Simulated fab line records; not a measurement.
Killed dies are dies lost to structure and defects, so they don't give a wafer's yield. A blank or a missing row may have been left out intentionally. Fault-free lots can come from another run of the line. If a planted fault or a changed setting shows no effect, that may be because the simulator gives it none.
A lot that was struck, set against a sound lot || flow n5Finfet || 15 out of 1938 route steps
Sound: wafers L854.1, L854.4, L854.6. Struck: wafer L867.5. (L867.4 of the same lot was not struck and is left out.) The cause comes at the end.
Order at every step that has rows: each side's tool, ch and its chambers, its first start. Under that, the readings that differ: sound wafers || struck wafers || difference of the means || sigmas: that difference in standard deviations of wafers without a fault.
alike: readings whose means differ by less than 2 such deviations, and words and numbers that are the same on both sides. not compared: withheld readings, readings that some wafer has no value for, bounds like >300 that may hide the same value, and numbers for which the record gives no deviation and whose values overlap.
Wherever a step has rows on one side only, a row that says differs or no value, or a row with sigmas, the two part there. When numbers do not overlap yet have no deviation, they are printed without sigmas and do not part them. Lack of a reading on every wafer of one side parts them only where that side has two or more wafers.

first, 4 steps without rows for these wafers: N5_SDB_SOFTBAKE_06 (time 60 s); N5_SDB_EXPOSE_08 (exposes mask SDB); N5_SDB_PEB_09 (peb time 60 s); N5_SDB_DEVELOP_10 (develop time 30 s).
N5_SDB_CD_MEAS_11: target cd 50 nm.
  sound on cdSem-02 ch 0, day 4 07:42; struck on cdSem-03 ch 0, day 7 10:16
{"reading": "cdNm (nm)", "sound": "49.8 49.5 50.3", "struck": 52.1, "difference": "+2.2", "sigmas": "+2"}
N5_SDB_OVL_MEAS_12:
  sound on overlay-02 ch 0, day 4 07:44; struck on overlay-01 ch 0, day 7 10:17
  alike: SDB_OVL
N5_SDB_INSPECT_13: inspects for defects (brightfield).
  sound: defectInspect-02 at day 4 07:46; struck: defectInspect-02 at day 7 10:19
  alike: rawDefectCount
N5_SDB_DESCUM_16: chemistry O2, time 7.9 s.
  sound on rieDiel-05 ch 2,3, day 4 07:47; struck on rieDiel-03 ch 2, day 7 10:22
{"reading": "showerheadPlenumPTorr (Torr)", "sound": "2.24 2.16 2.16", "struck": 2.00, "difference": -0.19, "sigmas": -2}
  alike: drypumpMotorCurrentA, oesProductAu, rfVppV, throttleValvePct
  not compared: rfHoursCounterH
N5_SDB_ETCH_17: etches SiARC in CF4, target depth 23.4 nm, time 39 s.
  sound on rieDiel-05 ch 2,3, day 4 07:50; struck on rieDiel-03 ch 2, day 7 10:23
{"reading": "etchRfOnTimeS (s)", "sound": "39.5 37.6 37.8", "struck": 40.9, "difference": "+2.6", "sigmas": "+2"}
{"reading": "rfVppV (V)", "sound": "185.0 185.6 185.0", "struck": 182.1, "difference": -3.1, "sigmas": -2}
{"reading": "showerheadPlenumPTorr (Torr)", "sound": "2.27 2.22 2.22", "struck": 2.03, "difference": -0.21, "sigmas": -2}
  alike: drypumpMotorCurrentA, oesProductAu, throttleValvePct
  not compared: rfHoursCounterH
N5_SDB_ETCH_18: etches SOC in N2/H2, target depth 100 nm, overetch 20 nm, time 150 s.
  sound on rieDiel-05 ch 2,3, day 4 07:52; struck on rieDiel-03 ch 2, day 7 10:29
{"reading": "showerheadPlenumPTorr (Torr)", "sound": "2.69 2.64 2.64", "struck": 2.42, "difference": -0.24, "sigmas": -2}
  alike: drypumpMotorCurrentA, oesProductAu, rfVppV, throttleValvePct
  not compared: rfHoursCounterH
then, 1 step without rows for these wafers: N5_SDB_STRIP_19 (strips in N2/H2).
N5_SDB_STRIP_21: strips in CF4.
  sound on rieDiel-05 ch 2,3, day 4 08:00; struck on rieDiel-03 ch 2, day 7 10:34
{"reading": "showerheadPlenumPTorr (Torr)", "sound": "1.91 1.86 1.86", "struck": 1.70, "difference": -0.18, "sigmas": -2}
  alike: drypumpMotorCurrentA, oesProductAu, rfVppV, throttleValvePct
  not compared: rfHoursCounterH
N5_SDB_HM_OPEN_20: chemistry CH3F/O2, target SiNx, stops on poly-Si, target depth 24 nm.
  sound on rieDiel-05 ch 2,3, day 4 08:01; struck on rieDiel-03 ch 2, day 7 10:36
{"reading": "showerheadPlenumPTorr (Torr)", "sound": "2.12 2.07 2.07", "struck": 1.90, "difference": -0.19, "sigmas": -2}
{"reading": "model.SOC_of_SDB_COAT_03.thkNm (nm)", "sound": "84.8 84.2 84.2", "struck": 73.6, "difference": -10.8, "sigmas": ""}
  alike: drypumpMotorCurrentA, oesProductAu, rfVppV, throttleValvePct
  not compared: rfHoursCounterH, model.a-Si_of_DUMMY_GATE_CVD_03.thkNm
N5_SDB_STRIP_22: strips in N2/H2.
  sound on plasmaAsher-02 ch 0,1, day 4 08:06; struck on plasmaAsher-01 ch 1, day 7 10:44
{"reading": "oesProductAu (a.u.)", "sound": "0.711 0.713 0.719", "struck": 0.702, "difference": -0.012, "sigmas": -3}
{"reading": "stripTimeToEndpointS (s)", "sound": "96.9 96.4 96.4", "struck": 86.4, "difference": -10.2, "sigmas": -25}
  alike: drypumpMotorCurrentA, heaterPowerW
  not compared: rfHoursCounterH
then, 1 step without rows for these wafers: N5_SDB_PRECLEAN_23 (cleans in dHF, time 30 s).

WHERE THEY PART
First at N5_SDB_CD_MEAS_11; last, within this record, at N5_SDB_STRIP_22.

WHY: the cause the simulator had injected
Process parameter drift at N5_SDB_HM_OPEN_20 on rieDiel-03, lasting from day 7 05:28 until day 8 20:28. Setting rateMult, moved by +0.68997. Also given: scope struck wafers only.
